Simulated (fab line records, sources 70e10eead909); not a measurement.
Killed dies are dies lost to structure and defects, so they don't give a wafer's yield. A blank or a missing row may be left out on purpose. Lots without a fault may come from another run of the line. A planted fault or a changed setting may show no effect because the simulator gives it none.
A struck lot beside a sound one | flow nand_harc | 26 steps out of a route of 1159
Sound: wafers L715.1, L715.4, L715.6. Struck: wafer L716.1. (L716.3, L716.4 of the same lot were not struck and are left out.) The cause comes at the end.
At each step with rows: each side's tool, then ch and its chambers, then its first start. Under that, the readings that differ: sound wafers | struck wafers | difference of the means | sigmas: that difference in standard deviations of wafers without a fault.
alike: readings whose means differ by less than 2 such deviations, and words and numbers that are the same on both sides. not compared: withheld readings, readings that some wafer has no value for, bounds like >300 that may hide the same value, and numbers for which the record gives no deviation and whose values overlap.
The two part at a step that has a row with sigmas, a row that says differs or no value, or rows on one side only. Numbers that don't overlap but have no deviation are shown without sigmas and don't part them. A reading that every wafer of one side lacks parts them only if that side has two wafers or more.

first, 2 steps without rows for these wafers: NHARC_P_GATE_PEB_09 (peb time 85 s); NHARC_P_GATE_DEVELOP_10 (time 70 s).
NHARC_P_GATE_CD_MEAS_11: target cd 1640 nm.
  sound on cd_sem-03 ch 0, day 4 08:13; struck on cd_sem-01 ch 0, day 4 08:23
  alike: cd_nm
then, 1 step without rows for these wafers: NHARC_P_GATE_HARDBAKE_12 (time 80 s).
NHARC_P_GATE_DESCUM_13: chemistry O2, time 3 s.
  sound on rie_diel-10 ch 0,1,3, day 4 08:24; struck on rie_diel-04 ch 1, day 4 08:32
  reading      | sound          | struck | difference | sigmas
  rf_vpp_V (V) | 57.3 58.4 58.3 | 55.8   | -2.2       | -3
  alike: drypump_motor_current_A, oes_product_au, showerhead_plenum_p_Torr, throttle_valve_pct
  not compared: rf_hours_counter_h
then, 6 steps without rows for these wafers: NHARC_P_GATE_ETCH_14 (etches SiO2 in dHF, target depth 48.8 nm); NHARC_P_GATE_STRIP_15 (strips in SPM, time 780 s); NHARC_P_GATE_PRECLEAN_71 (cleans in SC1); NHARC_P_GATE_SRD_72; NHARC_P_GATE_OXIDE_16 (material SiO2, target thk 3 nm, ox time 392 s); NHARC_P_GATE_CVD_17 (deposits poly-Si, target thk 150 nm, time 900 s).
NHARC_P_GATE_HM_DEP_102: deposits aC, target thk 120 nm.
  sound on acl_dep-03 ch 0, day 4 22:37; struck on acl_dep-01 ch 0, day 4 23:04
  alike: throttle_valve_pct
NHARC_P_GATE_DEP_103: deposits SiON, target thk 30 nm.
  sound on pecvd-02 ch 0,2, day 4 23:17; struck on pecvd-02 ch 0, day 4 23:47
  alike: heater_power_w
then, 8 steps without rows for these wafers: NHARC_P_GATE_DEHYDRATE_18 (time 120 s); NHARC_P_GATE_HMDS_19 (time 30 s); NHARC_P_GATE_COAT_20 (resist thk 90 nm); NHARC_P_GATE_SOFTBAKE_21 (time 55 s); NHARC_P_GATE_EBR_22; NHARC_P_GATE_EXPOSE_23 (exposes mask P GATE, target cd 120 nm); NHARC_P_GATE_PEB_24 (peb time 65 s); NHARC_P_GATE_DEVELOP_25 (develop time 35 s).
NHARC_P_GATE_CD_MEAS_26: target cd 120 nm.
  sound on cd_sem-03 ch 0, day 4 23:50; struck on cd_sem-01 ch 0, day 5 00:20
  alike: cd_nm
NHARC_P_GATE_OVL_MEAS_27:
  sound on overlay-02, day 4 23:55; struck on overlay-01, day 5 00:26
  alike: overlay_x_nm, overlay_y_nm
NHARC_P_GATE_INSPECT_28:
  sound on defect_inspect-02, day 4 23:58; struck on defect_inspect-01, day 5 00:28
  reading          | sound  | struck | difference | sigmas
  raw_defect_count | 10 4 3 | 43     | +37        | +12
NHARC_P_GATE_DESCUM_31: chemistry O2, time 3 s.
  sound on rie_diel-10 ch 0,1,2, day 5 00:02; struck on rie_diel-04 ch 1, day 5 00:32
  alike: drypump_motor_current_A, oes_product_au, rf_vpp_V, showerhead_plenum_p_Torr, throttle_valve_pct
  not compared: rf_hours_counter_h
-- the record jumps here: 15 days lie between the struck wafers' starts before and after (it left off in module P_GATE and takes up again in module END, whose first step shown is number 1159 of the route) --
NHARC_END_SORT_01:
  the record has rows for the struck wafers here (prober-02 ch 0, day 20 00:38) and none for the sound ones

WHERE THEY PART
First at NHARC_P_GATE_DESCUM_13; last, within this record, at NHARC_END_SORT_01.

WHY: what the simulator had put in
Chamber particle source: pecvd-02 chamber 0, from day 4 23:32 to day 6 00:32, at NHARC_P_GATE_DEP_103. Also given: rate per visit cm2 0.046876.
